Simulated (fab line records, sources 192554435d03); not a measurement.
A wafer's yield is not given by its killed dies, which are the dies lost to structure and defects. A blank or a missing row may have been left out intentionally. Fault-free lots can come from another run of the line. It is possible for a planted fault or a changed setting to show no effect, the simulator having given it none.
2 desks looking at one fault :: flow n5Finfet :: each desk has only its own numbers; what lay behind them comes last

== TOOL OWNER'S DESK, implanter-01 ==
The tool's own readings at N5_MOL_CONTACT_COAG_IMPLANT_129: means of the sampled wafers that have a number, for each lot that ran on this tool. A lot is out of limits, marked OUT, if its mean lies more than 4 standard deviations from the usual mean; the brackets give that distance.
Columns: A = beamOnS at N5_MOL_CONTACT_COAG_IMPLANT_129, usual 38.5 s; B = doseIonsCm2 at N5_MOL_CONTACT_COAG_IMPLANT_129, usual 5.999e+14
lot: L790
first seen here: day 4 21:53
A: 37.1
B: 5.999e+14

lot: L794
first seen here: day 5 21:04
A: 19.2 (-10) OUT
B: 3.078e+14 (-99 or more) OUT

lot: L795
first seen here: day 5 23:30
A: 19.4 (-10) OUT
B: 3.076e+14 (-99 or more) OUT

lot: L805
first seen here: day 8 16:17
A: 36.4
B: 5.987e+14

lot: L807
first seen here: day 9 01:47
A: 37.4
B: 6.002e+14

lot: L810
first seen here: day 9 15:43
A: 37.9
B: 6.001e+14

lot: L811
first seen here: day 9 23:08
A: 37.3
B: 6.002e+14

lot: L813
first seen here: day 10 10:55
A: 37.6
B: 6.004e+14
This desk finds L794, L795 out of limits, L794 being first, at day 5 21:04 (beamOnS at N5_MOL_CONTACT_COAG_IMPLANT_129). L790, L805, L807, L810, L811, L813 stayed within limits.

== AT THE METROLOGY DESK ==
Means of the sampled wafers that have a number, per lot and without regard to the tool the lot ran on: this is what the gauges read. A lot is out of limits, marked OUT, if its mean lies more than 4 standard deviations from the usual mean; the brackets give that distance. Shown here are 7 of its 11 readings, the ones lying furthest out on some lot.
Columns: A = CA_OVL at N5_MOL_CONTACT_COAG_OVL_MEAS_09, usual 0.0 nm; B = DIBL_P at N5_BEOL_M4_RC_MEAS_101, usual 36.1 mV/V; C = IOFF_N at N5_BEOL_M4_RC_MEAS_101, usual 0.159 nA/um; D = IOFF_P at N5_BEOL_M4_RC_MEAS_101, usual 0.21 nA/um; E = ION_N at N5_BEOL_M4_RC_MEAS_101, usual 675 uA/um; F = ION_P at N5_BEOL_M4_RC_MEAS_101, usual 464 uA/um; G = VT_P at N5_BEOL_M4_RC_MEAS_101, usual -250 mV
lot: L790
first seen here: day 4 21:17
A: 0.3
B: 36.8
C: 0.137
D: 0.20
E: 661
F: 460
G: -252

lot: L794
first seen here: day 5 20:22
A: 0.3
B: 35.6
C: 0.153
D: 0.20
E: 679
F: 467
G: -250

lot: L795
first seen here: day 5 22:06
A: 0.5
B: 36.2
C: 0.157
D: 0.22
E: 675
F: 467
G: -251

lot: L804
first seen here: day 8 07:38
A: -1.0
B: 35.8
C: 0.177
D: 0.19
E: 685
F: 459
G: -253

lot: L805
first seen here: day 8 15:41
A: 1.0
B: 33.8
C: 0.144
D: 0.18
E: 675
F: 463
G: -253

lot: L807
first seen here: day 9 01:16
A: 0.0
B: 37.4
C: 0.162
D: 0.19
E: 671
F: 458
G: -254

lot: L808
first seen here: day 9 06:40
A: 0.9
B: 37.8
C: 0.182
D: 0.23
E: 688
F: 466
G: -248

lot: L810
first seen here: day 9 15:10
A: -0.2
B: 37.8
C: 0.191
D: 0.28
E: 693
F: 479
G: -242

lot: L811
first seen here: day 9 22:36
A: -0.8
B: 35.6
C: 0.145
D: 0.18
E: 669
F: 456
G: -254

lot: L813
first seen here: day 10 10:01
A: -0.4
B: 36.4
C: 0.176
D: 0.23
E: 683
F: 470
G: -247
This desk found nothing out of limits on any of the 10 lots.

== PUT TOGETHER ==
The tool owner's desk could have raised an alarm at day 5 21:04, on L794, L795.
The metrology desk saw nothing out of limits.
The metrology desk has L794, L795 on record, within its limits.
The lots listed all ran N5_MOL_CONTACT_COAG_IMPLANT_129 on implanter-01.

== WHAT THE SIMULATOR HAD PUT IN ==
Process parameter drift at N5_MOL_CONTACT_COAG_IMPLANT_129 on implanter-01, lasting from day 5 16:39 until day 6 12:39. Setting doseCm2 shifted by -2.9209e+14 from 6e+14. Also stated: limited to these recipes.
Lots struck among those shown: L794, L795.
Each desk's first reading out of limits, in hours after the fault started: the tool owner's desk, 4.
